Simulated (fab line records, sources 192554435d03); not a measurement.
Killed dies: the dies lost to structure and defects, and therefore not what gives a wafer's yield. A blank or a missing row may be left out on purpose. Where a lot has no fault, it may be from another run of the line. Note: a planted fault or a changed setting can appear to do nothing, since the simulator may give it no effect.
3 desks, one fault :: flow n5Finfet :: numbers are kept per desk, each desk with only its own; the story behind them comes last

THE DEFECT DESK
Counts from the inspections along the route, per lot, as means over the sampled wafers that have a number. The brackets show how far a lot's mean lies from the usual mean; more than 4 standard deviations puts the lot out of limits, marked OUT.
Columns: A = rawDefectCount at N5_BEOL_M12_INSPECT_12, usual 2.2
lot: L511
first seen here: day 12 04:06
A: 0.7

lot: L515
first seen here: day 13 06:50
A: 1.3

lot: L516
first seen here: day 13 15:17
A: 4.7

lot: L518
first seen here: day 14 10:04
A: 1.5

lot: L524
first seen here: day 16 02:13
A: 1.7

lot: L526
first seen here: day 16 06:08
A: 3.3
Finding of this desk: none of the 6 lots has anything out of limits.

DESK OF THE TOOL OWNER: plasmaAsher-02
The tool's own readings at N5_BEOL_M12_STRIP_63 (strips in N2/H2): means of the sampled wafers that have a number, for each lot that ran on this tool. The brackets show how far a lot's mean lies from the usual mean; more than 4 standard deviations puts the lot out of limits, marked OUT.
Columns: A = drypumpMotorCurrentA at N5_BEOL_M12_STRIP_63, usual 5.59 A; B = h2FlowSccm at N5_BEOL_M12_STRIP_63, usual 3250 sccm; C = heaterPowerW at N5_BEOL_M12_STRIP_63, usual 357 W; D = n2FlowSccm at N5_BEOL_M12_STRIP_63, usual 1751 sccm; E = oesProductAu at N5_BEOL_M12_STRIP_63, usual 0.693 a.u.; F = stripTimeToEndpointS at N5_BEOL_M12_STRIP_63, usual 43.0 s
lot: L515
first seen here: day 13 07:13
A: 6.12
B: 2921 (-37) OUT
C: 350
D: 1752
E: 0.694
F: 43.5

lot: L516
first seen here: day 13 15:38
A: 5.86
B: 2928 (-37) OUT
C: 344
D: 1753
E: 0.695
F: 43.8

lot: L524
first seen here: day 16 02:36
A: 5.74
B: 3249
C: 341
D: 1747
E: 0.699
F: 45.0
Finding of this desk: L515, L516 out of limits; the first was L515 at day 13 07:13, on h2FlowSccm at N5_BEOL_M12_STRIP_63. L524: within limits.

METROLOGY DESK
What the gauges read, lot by lot, whatever tool the lot ran on: means of the sampled wafers that have a number. The brackets show how far a lot's mean lies from the usual mean; more than 4 standard deviations puts the lot out of limits, marked OUT.
Columns: A = cdNm at N5_BEOL_M12_CD_MEAS_10, usual 141.0 nm; B = V11_OVL at N5_BEOL_M12_OVL_MEAS_11, usual 2 nm
lot: L511
first seen here: day 12 04:03
A: 143.0
B: 1

lot: L515
first seen here: day 13 06:46
A: 142.4
B: 0

lot: L516
first seen here: day 13 15:14
A: 143.1
B: 1

lot: L518
first seen here: day 14 10:00
A: 145.3
B: 6

lot: L524
first seen here: day 16 02:10
A: 138.5
B: 5

lot: L526
first seen here: day 16 06:05
A: 140.6
B: 4
Finding of this desk: none of the 6 lots has anything out of limits.

BROUGHT TOGETHER
On L515, L516, at day 13 07:13, an alarm was possible from the tool owner's desk.
Nothing the defect desk looked at was out of limits.
Metrology desk: nothing out of limits seen.
The defect desk has L515, L516 on record, within its limits.
The metrology desk holds a record of L515, L516, inside its limits.
On plasmaAsher-02, each named lot ran N5_BEOL_M12_STRIP_63.

WHAT THE SIMULATOR HAD INSERTED
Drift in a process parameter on plasmaAsher-02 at N5_BEOL_M12_STRIP_63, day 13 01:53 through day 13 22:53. From 3250, the setting h2FlowSccm moved by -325. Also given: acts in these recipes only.
Lots struck among those shown: L515, L516.
Hours from the fault's start to each desk's first reading out of limits: the tool owner's desk, 5.
